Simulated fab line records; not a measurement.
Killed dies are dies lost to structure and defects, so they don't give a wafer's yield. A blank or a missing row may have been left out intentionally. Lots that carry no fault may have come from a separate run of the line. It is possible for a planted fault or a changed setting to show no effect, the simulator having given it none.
A lot that was struck, set against a sound lot	flow nand_harc	14 steps out of a route of 1302
Sound: wafers L264.1, L264.4, L264.5. Struck: wafers L274.3, L274.4, L274.5. The cause is given at the end.
For every step that has rows: the tool of each side, followed by ch and its chambers, followed by its first start. Under that, the readings that differ: sound wafers	struck wafers	difference of the means	sigmas: that difference in standard deviations of wafers without a fault.
alike: readings whose means differ by less than 2 such deviations, and words and numbers that are the same on both sides. not compared: withheld readings, readings that some wafer has no value for, bounds like >300 that may hide the same value, and numbers for which the record gives no deviation and whose values overlap.
Wherever a step has rows on one side only, a row that says differs or no value, or a row with sigmas, the two part there. When numbers do not overlap yet have no deviation, they are printed without sigmas and do not part them. Lack of a reading on every wafer of one side parts them only where that side has two or more wafers.

first, 2 steps without rows for these wafers: NHARC_A_CHANNEL_HOLE_D1_STRIP_42 (strips in CF4/CHF3); NHARC_A_CHANNEL_HOLE_D1_STRIP_43 (strips in O2/COS).
NHARC_A_CHANNEL_HOLE_D1_ETCH_44: etches the open film in CF4/O2, target depth 140 nm, overetch 14 nm, time 77 s.
  sound on rie_diel-02 ch 1,3, day 8 16:40; struck on rie_diel-02 ch 0,3, day 13 04:39
reading	sound	struck	difference	sigmas
o2_flow_sccm (sccm)	20.09 20.08 20.02	19.95 19.90 19.92	-0.14	-2
  alike: drypump_motor_current_A, mfc_ar_sccm, oes_f_703_au, oes_product_au, rf_vpp_V, showerhead_plenum_p_Torr, throttle_valve_pct
  not compared: rf_hours_counter_h
NHARC_A_CHANNEL_HOLE_D1_STRIP_27: strips in O2.
  sound on rie_diel-02 ch 0,1,2; struck on rie_diel-02 ch 0,2
  alike: drypump_motor_current_A, mfc_ar_sccm, o2_flow_sccm, oes_product_au, rf_vpp_V, showerhead_plenum_p_Torr, throttle_valve_pct
  not compared: rf_hours_counter_h
then, 2 steps without rows for these wafers: NHARC_A_CHANNEL_HOLE_D1_PRECLEAN_28 (cleans in SC1); NHARC_A_CHANNEL_HOLE_D1_SRD_29.
NHARC_A_CHANNEL_HOLE_D1_CD_MEAS_30:
  sound on cd_sem-02 at day 8 17:26; struck on cd_sem-02 at day 13 05:26
  alike: cd_nm
NHARC_A_CHANNEL_HOLE_D1_XSEM_31:
  sound on xsem-01 ch 0, day 8 17:32; struck on xsem-02 ch 0, day 13 05:32
  alike: bot_cd_nm, bow_nm, tilt_deg
NHARC_A_CHANNEL_HOLE_D1_INSPECT_40:
  sound on defect_inspect-01 at day 8 17:38; struck on defect_inspect-02 at day 13 05:38
  alike: raw_defect_count
then, 2 steps without rows for these wafers: NHARC_A_CHANNEL_FILL_D1_PRECLEAN_00 (cleans in SC1); NHARC_A_CHANNEL_FILL_D1_SRD_01.
NHARC_A_CHANNEL_FILL_D1_ALD_02: deposits SiO2, target thk 6 nm, pulse time 10 s, ald cycles 60.
  sound on ald_hk-04 ch 0,1,2, day 8 17:49; struck on ald_hk-04 ch 2,3, day 13 05:49
  alike: heater_power_w, precursor_pulse_height_rel, susceptor_temp_C
NHARC_A_CHANNEL_FILL_D1_ALD_03: deposits SiNx, target thk 6 nm, pulse time 60 s, ald cycles 58.
  sound on ald_sin_batch-03 ch 0, day 8 21:16; struck on ald_sin_batch-02 ch 0, day 13 09:16
reading	sound	struck	difference	sigmas
susceptor_temp_C (C)	- - -	604.69 604.14 603.99	no value on the sound wafers	
  alike: precursor_pulse_height_rel
NHARC_A_CHANNEL_FILL_D1_ALD_14: deposits SiO2, target thk 2.5 nm, pulse time 10 s, ald cycles 25.
  sound on ald_hk-02 ch 0,2,3, day 9 00:53; struck on ald_hk-03 ch 0,1,2, day 13 12:53
  alike: heater_power_w, precursor_pulse_height_rel, susceptor_temp_C

## WHERE THEY PART
Last at NHARC_A_CHANNEL_FILL_D1_ALD_03 as far as this record goes, first at NHARC_A_CHANNEL_HOLE_D1_ETCH_44. Later steps at which nothing parts them and some readings are alike: NHARC_A_CHANNEL_FILL_D1_ALD_14.

WHY: whatever the simulator had introduced
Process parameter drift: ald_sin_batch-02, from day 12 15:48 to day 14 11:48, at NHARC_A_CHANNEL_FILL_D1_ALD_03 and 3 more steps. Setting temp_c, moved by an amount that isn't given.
